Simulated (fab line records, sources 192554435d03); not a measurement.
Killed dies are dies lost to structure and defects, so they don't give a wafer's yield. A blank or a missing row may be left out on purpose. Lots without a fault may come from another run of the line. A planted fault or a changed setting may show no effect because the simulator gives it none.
Split-lot experiment | flow n5_finfet | 7 lots, 21 wafers read, on a route of 1938 steps

THE SPLIT
At N5_WELL_APT_PEB_23 (peb time 90 s), the setting peb_temp_c was moved away from the recipe's 130 C on 6 of the 21 wafers read, by -2.4% to -1.3%. The other wafers ran this setting at the recipe's value.

FROM THE SPLIT TO THE READING: what the file shows between them, 2 steps
- N5_WELL_APT_DEVELOP_24: develop time 45 s
- N5_WELL_APT_HARDBAKE_29: time 120 s

THE READING
cd_nm, in nm, at N5_WELL_APT_CD_MEAS_25 (target cd 200 nm). Fault-free wafers of this fab line usually give 200.0 nm, standard deviation 2 nm.

wafer  | tool, chamber at the split | peb_temp_c as run, C | against the recipe | cd_nm, nm | against lot-mates on the recipe
L078.2 | litho_track-03, 0          | 130                  | recipe             | 198.5     | -
L078.3 | litho_track-03, 0          | 130                  | recipe             | 195.8     | -
L078.4 | litho_track-03, 0          | 130                  | recipe             | 198.7     | -
L083.4 | litho_track-04, 0          | 130                  | recipe             | 200.0     | -
L083.5 | litho_track-04, 0          | 130                  | recipe             | 203.3     | -
L083.6 | litho_track-04, 0          | 130                  | recipe             | 201.7     | -
L085.2 | litho_track-04, 0          | 126.9                | -2.4%              | 179.9     | -18.3
L085.3 | litho_track-04, 0          | 130                  | recipe             | 198.2     | -
L085.5 | litho_track-04, 0          | 126.9                | -2.4%              | 178.4     | -19.8
L088.1 | litho_track-03, 0          | 130                  | recipe             | 196.9     | -
L088.2 | litho_track-03, 0          | 130                  | recipe             | 199.1     | -
L088.3 | litho_track-03, 0          | 130                  | recipe             | 200.7     | -
L089.4 | litho_track-03, 0          | 130                  | recipe             | 201.4     | -
L089.5 | litho_track-03, 0          | 128.3                | -1.3%              | 189.4     | -11.8
L089.6 | litho_track-03, 0          | 130                  | recipe             | 201.0     | -
L092.2 | litho_track-03, 0          | 130                  | recipe             | 200.5     | -
L092.3 | litho_track-03, 0          | 127.6                | -1.8%              | 182.1     | -17.3
L092.6 | litho_track-03, 0          | 130                  | recipe             | 198.3     | -
L095.2 | litho_track-01, 0          | 128.2                | -1.4%              | 187.6     | -13.6
L095.3 | litho_track-01, 0          | 130                  | recipe             | 201.2     | -
L095.5 | litho_track-01, 0          | 128.2                | -1.4%              | 189.0     | -12.2

THE FIT
A straight line over all 21 wafers: cd_nm changes by +8.65 nm for each +1% of peb_temp_c; r = +0.97; the points scatter about the line by 1.8 nm.
The same after taking each lot's own level away (the mean of its wafers on the recipe; 21 wafers): +8.51 nm for each +1%; r = +0.99; scatter 1.3 nm.
On that fit, the largest move of peb_temp_c shifts the reading by 20 nm.
The lots' own levels span 197.67 to 201.67 nm, that is 2.0 times the standard deviation above.
So the lot-to-lot level changes the slope little: the two slopes agree.
Check: with one of the wafers moved furthest among these (-2.4%) left out of the fit, the line predicts -21.2 nm for it against its lot-mates. It came out at -18.3 nm against them.

OTHER SPLITS ON THESE WAFERS
These wafers also went through other splits before the reading. Each is held against what the fit with the lots' levels taken away leaves over:
other split on the same wafers        | wafers away from the commonest value | r with cd_nm (lot level and that fit taken away)
N5_WELL_APT_EXPOSE_05 dose_mj         | 9                                    | +0.05
N5_WELL_APT_DEVELOP_07 develop_time_s | 7                                    | -0.10
N5_WELL_APT_COAT_19 spin_rpm          | 6                                    | -0.23

THE WHOLE CHAIN: every reading that the file lists as answering this split, in the file's order
step                   | what it does             | reading                                                         | change (the file's fit)              | r (the file's)
N5_WELL_APT_CD_MEAS_25 | target cd 200 nm         | cd_nm                                                           | +8.72 nm for each +1% of the setting | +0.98
N5_WELL_APT_DESCUM_30  | chemistry O2, time 7.9 s | WELL_APT.cd_nm (the simulator's own value, which no gauge read) | +8.71 nm for each +1% of the setting | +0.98

THE FILE'S OWN FIT
cd_nm changes by +8.72 nm for each +1% of peb_temp_c, r = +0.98.
